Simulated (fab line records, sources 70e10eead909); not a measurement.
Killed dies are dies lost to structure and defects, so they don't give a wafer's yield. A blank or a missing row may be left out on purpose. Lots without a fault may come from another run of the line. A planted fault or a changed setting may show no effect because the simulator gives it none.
Which tool did it? | flow nand_harc | 15 lots, 45 wafers sampled, at 3 steps of a route of 1302

WHAT THE GAUGES READ, wafer by wafer
NHARC_P_M2_INSPECT_27. Usual: raw_defect_count 306, standard deviation 92.
lot  | measured     | on                | raw_defect_count | flag
L303 | day 6 16:11  | defect_inspect-02 | 357 443 368      |
L304 | day 7 04:28  | defect_inspect-02 | 287 327 319      |
L305 | day 7 12:24  | defect_inspect-02 | 266 195 209      |
L306 | day 7 17:10  | defect_inspect-02 | 162 345 256      |
L310 | day 9 07:26  | defect_inspect-01 | 257 308 283      |
L315 | day 11 17:22 | defect_inspect-01 | 234 176 349      |
L317 | day 12 14:47 | defect_inspect-01 | 262 304 259      |
L318 | day 13 01:26 | defect_inspect-02 | 380 445 466      |
L319 | day 13 14:20 | defect_inspect-02 | 195 232 336      |
L320 | day 13 15:04 | defect_inspect-02 | 309 463 345      |
L321 | day 13 21:50 | defect_inspect-01 | 350 407 328      |
L322 | day 14 05:37 | defect_inspect-01 | 228 347 245      |
L324 | day 15 05:31 | defect_inspect-02 | 255 657 300      |
L325 | day 15 17:52 | defect_inspect-01 | 396 281 428      |
L326 | day 16 07:27 | defect_inspect-01 | 281 291 392      |

WHICH TOOL RAN EACH LOT (tool, then ch and the chambers of the sampled wafers, then the start)
lot  | NHARC_P_M2_PVD_20            | NHARC_P_M2_PVD_21
L303 | pvd_sputter-01, day 6 14:43  | pvd_sputter-01, day 6 16:11 or earlier
L304 | pvd_sputter-01, day 7 02:58  | pvd_sputter-01, day 7 04:28 or earlier
L305 | pvd_sputter-02, day 7 10:57  | pvd_sputter-02, day 7 12:24 or earlier
L306 | pvd_sputter-01, day 7 15:44  | pvd_sputter-01, day 7 17:10 or earlier
L310 | pvd_sputter-01, day 9 06:01  | pvd_sputter-01, day 9 07:26 or earlier
L315 | pvd_sputter-02, day 11 15:55 | pvd_sputter-02, day 11 17:22 or earlier
L317 | pvd_sputter-02, day 12 13:22 | pvd_sputter-02, day 12 14:47 or earlier
L318 | pvd_sputter-01, day 13 00:01 | pvd_sputter-01, day 13 01:26 or earlier
L319 | pvd_sputter-03, day 13 12:53 | pvd_sputter-03, day 13 14:20 or earlier
L320 | pvd_sputter-02, day 13 13:37 | pvd_sputter-02, day 13 15:04 or earlier
L321 | pvd_sputter-03, day 13 20:23 | pvd_sputter-03, day 13 21:50 or earlier
L322 | pvd_sputter-01, day 14 04:12 | pvd_sputter-01, day 14 05:37 or earlier
L324 | pvd_sputter-03, day 15 04:04 | pvd_sputter-03, day 15 05:31 or earlier
L325 | pvd_sputter-01, day 15 16:27 | pvd_sputter-01, day 15 17:52 or earlier
L326 | pvd_sputter-02, day 16 06:01 | pvd_sputter-02, day 16 07:27 or earlier
- NHARC_P_M2_PVD_20: deposits TaN, target thk 5 nm, time 8.06 s.
- NHARC_P_M2_PVD_21: deposits Cu, target thk 30 nm, time 20.49 s.

WHAT THE TOOLS THEMSELVES READ (means of the sampled wafers that have a number; where no wafer has one, the mark that the record gives instead)
NHARC_P_M2_PVD_20. Usual: bias_v 168.5 V, standard deviation 1.8; cathode_dc_power_W 15000 W, standard deviation 3.1; substrate_temp_c 49.99 C, standard deviation 0.11; throttle_valve_pct 29.9 %, standard deviation 0.96.
lot  | tool           | bias_v (V) | cathode_dc_power_W (W) | substrate_temp_c (C) | throttle_valve_pct (%) | flag
L303 | pvd_sputter-01 | 168.7      | 14996                  | 50.08                | 29.7                   |
L304 | pvd_sputter-01 | 167.5      | 15001                  | 49.89                | 29.7                   |
L305 | pvd_sputter-02 | 168.0      | 15002                  | 50.10                | 30.4                   |
L306 | pvd_sputter-01 | 168.0      | 15000                  | 49.93                | 29.0                   |
L310 | pvd_sputter-01 | 170.0      | 15000                  | 50.02                | 29.9                   |
L315 | pvd_sputter-02 | 167.0      | 14998                  | 49.96                | 30.7                   |
L317 | pvd_sputter-02 | -          | -                      | -                    | -                      | OFF
L318 | pvd_sputter-01 | -          | -                      | -                    | -                      | OFF
L319 | pvd_sputter-03 | -          | -                      | -                    | -                      | OFF
L320 | pvd_sputter-02 | 169.1      | 15000                  | 50.03                | 30.6                   |
L321 | pvd_sputter-03 | 170.9      | 15001                  | 50.06                | 30.0                   |
L322 | pvd_sputter-01 | 166.5      | 15000                  | 49.93                | 30.0                   |
L324 | pvd_sputter-03 | 170.0      | 14998                  | 50.07                | 29.6                   |
L325 | pvd_sputter-01 | 169.1      | 15002                  | 50.04                | 29.7                   |
L326 | pvd_sputter-02 | 169.8      | 14999                  | 49.97                | 29.3                   |

NHARC_P_M2_PVD_21. Usual: cathode_dc_power_W 5000.1 W, standard deviation 0.87; chamber_pressure_pa 5.001 Pa, standard deviation 0.01; substrate_temp_c 30.03 C, standard deviation 0.12; throttle_valve_pct 29.8 %, standard deviation 0.97.
lot  | tool           | cathode_dc_power_W (W) | chamber_pressure_pa (Pa) | substrate_temp_c (C) | throttle_valve_pct (%) | flag
L303 | pvd_sputter-01 | 5000.1                 | 4.993                    | 29.96                | 29.9                   |
L304 | pvd_sputter-01 | 4999.9                 | 5.000                    | 30.08                | 30.1                   |
L305 | pvd_sputter-02 | 4999.5                 | 5.006                    | 30.07                | 30.8                   |
L306 | pvd_sputter-01 | 5001.0                 | 5.004                    | 30.01                | 29.1                   |
L310 | pvd_sputter-01 | 5000.0                 | 5.015                    | 29.94                | 29.6                   |
L315 | pvd_sputter-02 | 5000.4                 | 5.011                    | 29.97                | 31.0                   |
L317 | pvd_sputter-02 | 4999.7                 | 5.002                    | 30.08                | 30.4                   |
L318 | pvd_sputter-01 | 4999.4                 | 5.005                    | 30.03                | 30.3                   |
L319 | pvd_sputter-03 | 5000.4                 | 4.992                    | 30.06                | 29.7                   |
L320 | pvd_sputter-02 | 5000.1                 | 5.008                    | 30.09                | 29.9                   |
L321 | pvd_sputter-03 | 4999.8                 | 4.991                    | 30.08                | 29.8                   |
L322 | pvd_sputter-01 | 4999.5                 | 5.000                    | 29.97                | 29.5                   |
L324 | pvd_sputter-03 | 4999.9                 | 5.000                    | 29.94                | 29.9                   |
L325 | pvd_sputter-01 | 5000.4                 | 4.995                    | 29.95                | 30.1                   |
L326 | pvd_sputter-02 | 5000.0                 | 5.006                    | 30.01                | 29.3                   |

THE ANSWER, worked out from the rows above alone
Rule: a lot is off if the mean of its wafers that have a number lies more than 3 standard deviations from the usual mean. A lot without any number at a reading at which 4 lots or more have one is off too. The other lots that the step has rows for count as sound. The gauges are gone through in route order, then the tools' own readings, and for those a lot's mean is taken as printed above. The first step at which some lot is off is used, and at that step the reading that is off furthest; a lot without a number counts as furthest.
Off: L317, L318, L319, at NHARC_P_M2_PVD_20 (bias_v). Without a number there: L317, L318, L319.
A tool fits if, at that step or a process step before it, it ran every lot that is off, and no sound lot after the first of them. None of those tried fits.

WHAT THE SIMULATOR HAD PUT IN
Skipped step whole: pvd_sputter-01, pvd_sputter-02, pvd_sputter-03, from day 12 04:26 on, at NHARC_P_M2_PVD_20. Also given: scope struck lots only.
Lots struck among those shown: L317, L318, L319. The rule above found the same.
